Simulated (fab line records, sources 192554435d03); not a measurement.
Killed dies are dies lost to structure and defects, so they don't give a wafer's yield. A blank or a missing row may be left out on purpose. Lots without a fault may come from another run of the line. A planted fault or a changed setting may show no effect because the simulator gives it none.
Split-lot experiment | flow n5_finfet | 7 lots, 21 wafers read, on a route of 1938 steps

THE SPLIT
At N5_BEOL_M3_DESCUM_33 (chemistry O2, time 7 s), the setting time_s was moved away from the recipe's 7 s on 9 of the 21 wafers read, by -22.3% to +21.2%. The other wafers ran this setting at the recipe's value.

The reading is taken at the split's own step.

THE READING
CAR-EUV_of_BEOL_M3_COAT_22.thk_nm (the simulator's own value, which no gauge read), in nm, at N5_BEOL_M3_DESCUM_33 (chemistry O2, time 7 s). The file gives no usual value for it. The 12 wafers here that ran the recipe average 26.2 nm, standard deviation 0.087 nm.

wafer  | tool, chamber at the split | time_s as run, s | against the recipe | CAR-EUV_of_BEOL_M3_COAT_22.thk_nm, nm | against lot-mates on the recipe
L077.2 | rie_diel-01, 2             | 7                | recipe             | 26.2                                  | -
L077.4 | rie_diel-01, 0,3           | 8.107            | +15.8%             | 25.6                                  | -0.6
L077.6 | rie_diel-01, 0,3           | 8.107            | +15.8%             | 25.6                                  | -0.6
L078.1 | rie_diel-01, 0             | 7                | recipe             | 26.2                                  | -
L078.6 | rie_diel-01, 0             | 7                | recipe             | 26.2                                  | -
L078.5 | rie_diel-01, 3             | 7.444            | +6.3%              | 26                                    | -0.2
L079.4 | rie_diel-06, 3,0,3         | 7                | recipe             | 26.2                                  | -
L079.5 | rie_diel-06, 3,0,3         | 7                | recipe             | 26.2                                  | -
L079.6 | rie_diel-06, 3,0,3         | 7                | recipe             | 26.2                                  | -
L082.1 | rie_diel-01, 1,3           | 7                | recipe             | 26.2                                  | -
L082.6 | rie_diel-01, 1,3           | 7                | recipe             | 26.2                                  | -
L082.4 | rie_diel-01, 3             | 5.552            | -20.7%             | 27                                    | +0.8
L084.3 | rie_diel-06, 2             | 7                | recipe             | 26.2                                  | -
L084.4 | rie_diel-06, 0             | 8.484            | +21.2%             | 25.4                                  | -0.8
L084.5 | rie_diel-06, 0             | 8.484            | +21.2%             | 25.4                                  | -0.8
L086.2 | rie_diel-01, 1             | 5.442            | -22.3%             | 26.8                                  | +0.8
L086.3 | rie_diel-01, 2,3           | 7                | recipe             | 26                                    | -
L086.4 | rie_diel-01, 2,3           | 7                | recipe             | 26                                    | -
L089.1 | rie_diel-05, 0             | 7                | recipe             | 26                                    | -
L089.3 | rie_diel-05, 3,2           | 5.949            | -15.0%             | 26.6                                  | +0.6
L089.5 | rie_diel-05, 3,2           | 5.949            | -15.0%             | 26.6                                  | +0.6
Where a row lists several chambers, the file gives one row for several wafers and doesn't say which wafer went through which chamber.

THE FIT
A straight line over all 21 wafers: CAR-EUV_of_BEOL_M3_COAT_22.thk_nm changes by -0.034 nm for each +1% of time_s; r = -0.98; the points scatter about the line by 0.085 nm.
The same after taking each lot's own level away (the mean of its wafers on the recipe; 21 wafers): -0.0379 nm for each +1%; r = -1.00; scatter 0.017 nm.
On that fit, the largest move of time_s shifts the reading by 0.84 nm.
The lots' own levels span 26.00 to 26.20 nm, that is 2.3 times the standard deviation above.
So the lot-to-lot level changes the slope: the two fits differ.
Check: with one of the wafers moved furthest among these (-22.3%) left out of the fit, the line predicts +0.861 nm for it against its lot-mates. It came out at +0.8 nm against them.

OTHER SPLITS ON THESE WAFERS
These wafers also went through other splits before the reading. Each is held against what the fit with the lots' levels taken away leaves over:
other split on the same wafers     | wafers away from the commonest value | r with CAR-EUV_of_BEOL_M3_COAT_22.thk_nm (lot level and that fit taken away)
N5_BEOL_M0_SAQP_ALD_48 ald_cycles  | 10                                   | +0.14
N5_BEOL_M1_COAT_05 spin_rpm        | 8                                    | -0.33
N5_BEOL_M1_ETCH_64 source_w        | 6                                    | -0.42
N5_BEOL_M1_DEP_57 time_s           | 7                                    | +0.39
N5_BEOL_M2_COAT_73 spin_rpm        | 8                                    | +0.13
N5_BEOL_M2_VIA_ETCH_34 source_w    | 10                                   | -0.08
N5_BEOL_M2_TRENCH_ETCH_37 source_w | 6                                    | -0.06

THE FILE'S OWN FIT
CAR-EUV_of_BEOL_M3_COAT_22.thk_nm changes by -0.0376 nm for each +1% of time_s, r = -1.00.
